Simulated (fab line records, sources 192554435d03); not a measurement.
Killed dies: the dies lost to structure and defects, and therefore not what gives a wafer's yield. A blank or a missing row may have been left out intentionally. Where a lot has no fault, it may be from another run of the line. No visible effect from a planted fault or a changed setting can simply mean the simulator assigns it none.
Matching of chambers / flow n5-finfet / N5_MOL_CONTACT_COAG_ETCH_106 on rie-diel-05: 4 sister chambers
The step etches SOC in N2/H2, target depth 80 nm, overetch 16 nm, time 120 s. 20 wafers are shown with their chamber, then 10 later ones without.

== WAFERS PAIRED WITH THEIR CHAMBERS ==
wafer=L074.2; chamber=0; drypump-motor-current-A (A)=5.6; showerhead-plenum-p-Torr (Torr)=2.61; throttle-valve-pct (%)=18.00
wafer=L074.5; chamber=0; drypump-motor-current-A (A)=5.6; showerhead-plenum-p-Torr (Torr)=2.61; throttle-valve-pct (%)=18.00
wafer=L074.6; chamber=3; drypump-motor-current-A (A)=6.2; showerhead-plenum-p-Torr (Torr)=2.41; throttle-valve-pct (%)=17.76
wafer=L076.1; chamber=3; drypump-motor-current-A (A)=6.2; showerhead-plenum-p-Torr (Torr)=2.41; throttle-valve-pct (%)=17.78
wafer=L076.2; chamber=2; drypump-motor-current-A (A)=5.6; showerhead-plenum-p-Torr (Torr)=2.64; throttle-valve-pct (%)=18.06
wafer=L076.5; chamber=0; drypump-motor-current-A (A)=5.6; showerhead-plenum-p-Torr (Torr)=2.60; throttle-valve-pct (%)=17.99
wafer=L079.2; chamber=0; drypump-motor-current-A (A)=5.7; showerhead-plenum-p-Torr (Torr)=2.60; throttle-valve-pct (%)=18.00
wafer=L079.3; chamber=1; drypump-motor-current-A (A)=6.5; showerhead-plenum-p-Torr (Torr)=2.54; throttle-valve-pct (%)=17.53
wafer=L079.4; chamber=2; drypump-motor-current-A (A)=5.6; showerhead-plenum-p-Torr (Torr)=2.64; throttle-valve-pct (%)=18.05
wafer=L083.1; chamber=3; drypump-motor-current-A (A)=6.2; showerhead-plenum-p-Torr (Torr)=2.40; throttle-valve-pct (%)=17.80
wafer=L083.3; chamber=0; drypump-motor-current-A (A)=5.6; showerhead-plenum-p-Torr (Torr)=2.60; throttle-valve-pct (%)=18.00
wafer=L083.4; chamber=2; drypump-motor-current-A (A)=5.6; showerhead-plenum-p-Torr (Torr)=2.64; throttle-valve-pct (%)=18.07
wafer=L087.1; chamber=3; drypump-motor-current-A (A)=6.2; showerhead-plenum-p-Torr (Torr)=2.40; throttle-valve-pct (%)=17.81
wafer=L087.4; chamber=2; drypump-motor-current-A (A)=5.6; showerhead-plenum-p-Torr (Torr)=2.63; throttle-valve-pct (%)=18.09
wafer=L087.5; chamber=2; drypump-motor-current-A (A)=5.6; showerhead-plenum-p-Torr (Torr)=2.63; throttle-valve-pct (%)=18.09
wafer=L090.2; chamber=0; drypump-motor-current-A (A)=5.6; showerhead-plenum-p-Torr (Torr)=2.59; throttle-valve-pct (%)=18.06
wafer=L090.4; chamber=3; drypump-motor-current-A (A)=6.2; showerhead-plenum-p-Torr (Torr)=2.40; throttle-valve-pct (%)=17.82
wafer=L090.6; chamber=0; drypump-motor-current-A (A)=5.6; showerhead-plenum-p-Torr (Torr)=2.59; throttle-valve-pct (%)=18.05
wafer=L091.1; chamber=2; drypump-motor-current-A (A)=5.6; showerhead-plenum-p-Torr (Torr)=2.63; throttle-valve-pct (%)=18.11
wafer=L091.5; chamber=0; drypump-motor-current-A (A)=5.6; showerhead-plenum-p-Torr (Torr)=2.59; throttle-valve-pct (%)=18.06

SIGNATURES (averages over the wafers above)
reading=drypump-motor-current-A; chamber 0=5.612; chamber 1=6.500; chamber 2=5.600; chamber 3=6.200; scatter within a chamber=0.0234
reading=showerhead-plenum-p-Torr; chamber 0=2.5987; chamber 1=2.5400; chamber 2=2.6350; chamber 3=2.4040; scatter within a chamber=0.00688
reading=throttle-valve-pct; chamber 0=18.0200; chamber 1=17.5300; chamber 2=18.0783; chamber 3=17.7940; scatter within a chamber=0.0267
Rule: a wafer's distance from a chamber is the root of the sum, over the readings, of the square of ((its reading less the chamber's mean) divided by the reading's scatter). The wafer belongs to the nearest chamber; if the next one is less than 2 further off, it can't be placed. The scatter: the root of (the sum of the squares of (reading less its chamber's mean) over the shown wafers, divided by (wafers less chambers)).

== WAFERS WITH NO CHAMBER GIVEN ==
wafer=L091.6; drypump-motor-current-A (A)=6.2; showerhead-plenum-p-Torr (Torr)=2.40; throttle-valve-pct (%)=17.82
wafer=L092.4; drypump-motor-current-A (A)=5.6; showerhead-plenum-p-Torr (Torr)=2.63; throttle-valve-pct (%)=18.11
wafer=L092.5; drypump-motor-current-A (A)=5.6; showerhead-plenum-p-Torr (Torr)=2.59; throttle-valve-pct (%)=18.05
wafer=L092.6; drypump-motor-current-A (A)=6.2; showerhead-plenum-p-Torr (Torr)=2.39; throttle-valve-pct (%)=17.82
wafer=L095.1; drypump-motor-current-A (A)=6.2; showerhead-plenum-p-Torr (Torr)=2.39; throttle-valve-pct (%)=17.82
wafer=L095.4; drypump-motor-current-A (A)=6.5; showerhead-plenum-p-Torr (Torr)=2.53; throttle-valve-pct (%)=17.54
wafer=L095.5; drypump-motor-current-A (A)=5.6; showerhead-plenum-p-Torr (Torr)=2.63; throttle-valve-pct (%)=18.12
wafer=L097.4; drypump-motor-current-A (A)=5.6; showerhead-plenum-p-Torr (Torr)=2.59; throttle-valve-pct (%)=17.66
wafer=L097.5; drypump-motor-current-A (A)=5.6; showerhead-plenum-p-Torr (Torr)=2.62; throttle-valve-pct (%)=18.13
wafer=L097.6; drypump-motor-current-A (A)=6.5; showerhead-plenum-p-Torr (Torr)=2.52; throttle-valve-pct (%)=17.56

== WHICH CHAMBER EACH WENT THROUGH ==
wafer=L091.6; from the rows above=3; in truth=3
wafer=L092.4; from the rows above=2; in truth=2
wafer=L092.5; from the rows above=0; in truth=0
wafer=L092.6; from the rows above=3; in truth=3
wafer=L095.1; from the rows above=3; in truth=3
wafer=L095.4; from the rows above=1; in truth=1
wafer=L095.5; from the rows above=2; in truth=2
wafer=L097.4; from the rows above=0; in truth=0
wafer=L097.5; from the rows above=2; in truth=2
wafer=L097.6; from the rows above=1; in truth=1
10 of 10 placed correctly. Not placeable from these rows: 0. Wrongly placed: 0.
